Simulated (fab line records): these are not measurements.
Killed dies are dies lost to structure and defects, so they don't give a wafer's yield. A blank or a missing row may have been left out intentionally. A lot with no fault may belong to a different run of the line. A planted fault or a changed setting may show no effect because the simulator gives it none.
Code-filled problem report in 8D (eight disciplines) form || flow n5 finfet || the parts of the form that need people (team, actions taken, sign-off) are left out

== 1. THE PROBLEM ==
N5_FIN_SAQP_INSPECT_40, raw defect count: mean 560 over 1 wafer from 1 lot; wafers with no fault: 226, standard deviation 60. Relative to the usual mean, that is a shift of +5.6 standard deviations.
The step: inspects for defects (brightfield).
First seen on wafer L466.2, day 5 10:56, on defect inspect-02. The record has a number at this step for 27 wafers belonging to 9 lots. Rule for "out" (also "out of limits"): further than 4 standard deviations from the usual mean. The rest of the wafers with a number are treated as sound.

== 2. WHAT IT IS; WHAT IT IS NOT ==
{"question": "which readings at this step", "is": "raw defect count", "is not": "-"}
{"question": "which lots", "is": "L466", "is not": "L455, L457, L458, L461, L463, L471, L475, L476"}
{"question": "which wafers of those lots", "is": "L466.2", "is not": "L466.1, L466.3"}
{"question": "read on which gauges", "is": "defect inspect-02", "is not": "defect inspect-01"}
{"question": "when", "is": "from day 5 10:56", "is not": "up to then (17 sound wafers); but 9 sound wafers of L471, L475, L476 came after"}

== 3. WHAT RULES OUT EACH SUSPECT ==
Counting: a tool at a process step up to the reading stays a suspect if it ran every lot that is out. Sound lots after the first of them don't rule it out here, since some wafers of a struck lot are sound.
- the gauge at N5_FIN_SAQP_INSPECT_40 is ruled out. All the wafers that are out were read on defect inspect-02, but those of them that N5_FIN_CUT_INSPECT_10 has rows for are out there too, on other tools.
- vapor etch-01 at N5_FIN_SAQP_RECESS_63 (chemistry HF/NH3, target SiO2, target depth 18 nm, afs cycles 3, sublimation time 60 s): kept. It ran the lot that is out, L466 (day 5 08:53); its last sound lot up to then is L463 (day 4 12:17).
- rie diel-02 at N5_FIN_SAQP_STRIP_70 (strips in N2/H2): kept. It ran the lot that is out, L466 (day 5 09:30); its last sound lot up to then is L461 (day 4 01:07).
- vapor etch-02 at N5_FIN_SAQP_RECESS_71 (chemistry HF/NH3, target SiO2, target depth 3 nm, afs cycles 1, sublimation time 60 s): kept. It ran the lot that is out, L466 (day 5 09:38); its last sound lot up to then is L461 (day 4 01:13).
- In rie diel-02 at N5_FIN_SAQP_STRIP_70, the wafers that are out were processed in chamber 0 and their sound lot-mates in chambers 1, 2.
vapor etch-01 at N5_FIN_SAQP_RECESS_63, rie diel-02 at N5_FIN_SAQP_STRIP_70 and vapor etch-02 at N5_FIN_SAQP_RECESS_71 are what is left after counting.

== 4. THE CAUSE (what the simulator had put in) ==
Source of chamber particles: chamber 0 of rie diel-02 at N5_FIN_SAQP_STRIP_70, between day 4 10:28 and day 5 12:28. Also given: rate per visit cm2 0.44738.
This tool is one of the 3 suspects left after counting.

== 5. THE EFFECT CHAIN, in route order ==
Each row: a reading whose mean over the struck wafers that have a number lies more than 3 standard deviations from the usual. Only readings whose record carries a usual standard deviation are examined. hours: median over the lots of the time between each lot's start at the first step of this table that gives one and its start at this step. sigmas: the change, counted in usual standard deviations.
{"hours": 0, "step": "N5_FIN_SAQP_INSPECT_40", "reading": "raw defect count", "usual": 226, "on struck wafers": 560, "change": "+334", "sigmas": "+5.6"}
{"hours": 1, "step": "N5_FIN_CUT_INSPECT_10", "reading": "raw defect count", "usual": 41, "on struck wafers": 319, "change": "+278", "sigmas": "+25"}
{"hours": 1, "step": "N5_FIN_CUT_INSPECT_17", "reading": "raw defect count", "usual": 229, "on struck wafers": 544, "change": "+315", "sigmas": "+5.3"}
{"hours": 309, "step": "N5_PASSIVATION_PROBE_49", "reading": "defect limited yield", "usual": "91.2 %", "on struck wafers": 82.5, "change": -8.7, "sigmas": -5.4}
{"hours": 309, "step": "N5_PASSIVATION_PROBE_49", "reading": "killed at front end", "usual": 41, "on struck wafers": 131, "change": "+90", "sigmas": "+7.5"}
{"hours": 309, "step": "N5_PASSIVATION_PROBE_49", "reading": "killed dies", "usual": 104, "on struck wafers": 207, "change": "+103", "sigmas": "+5.4"}
{"hours": 309, "step": "N5_PASSIVATION_PROBE_49", "reading": "sort_bin_5_function", "usual": "5.2 %", "on struck wafers": 10.5, "change": "+5.3", "sigmas": "+4.8"}
{"hours": 309, "step": "N5_PASSIVATION_PROBE_49", "reading": "sort_bin_6_memory", "usual": "3.2 %", "on struck wafers": 5.5, "change": "+2.3", "sigmas": "+3.2"}
{"hours": 309, "step": "N5_PASSIVATION_PROBE_49", "reading": "sort n pass", "usual": 1076, "on struck wafers": 973, "change": -103, "sigmas": -5.4}
{"hours": 309, "step": "N5_PASSIVATION_PROBE_49", "reading": "sort yield pct", "usual": "91.2 %", "on struck wafers": 82.5, "change": -8.7, "sigmas": -5.4}
The process steps in it:
- N5_PASSIVATION_PROBE_49
Later measuring or inspecting steps at which every struck wafer that the step has a row for has a number for every such reading, and none has moved that far: N5_BEOL_M4_RC_MEAS_101.

== 6. WHAT WOULD HAVE CAUGHT IT SOONER ==
Counted from the fault's start at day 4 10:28, it took 24 hours until the first out-of-limits reading at a measuring or inspecting step in this record, taken at day 5 10:56.
Of the tool readings at N5_FIN_SAQP_STRIP_70 for which the record gives a usual standard deviation, none was out on any struck wafer, so an alarm limit of 4 standard deviations on them would not have fired.
By day 5 10:56, every lot that is out (1) had started N5_FIN_SAQP_STRIP_70 on rie diel-02. Holding the tool at that point would not have protected any of them.
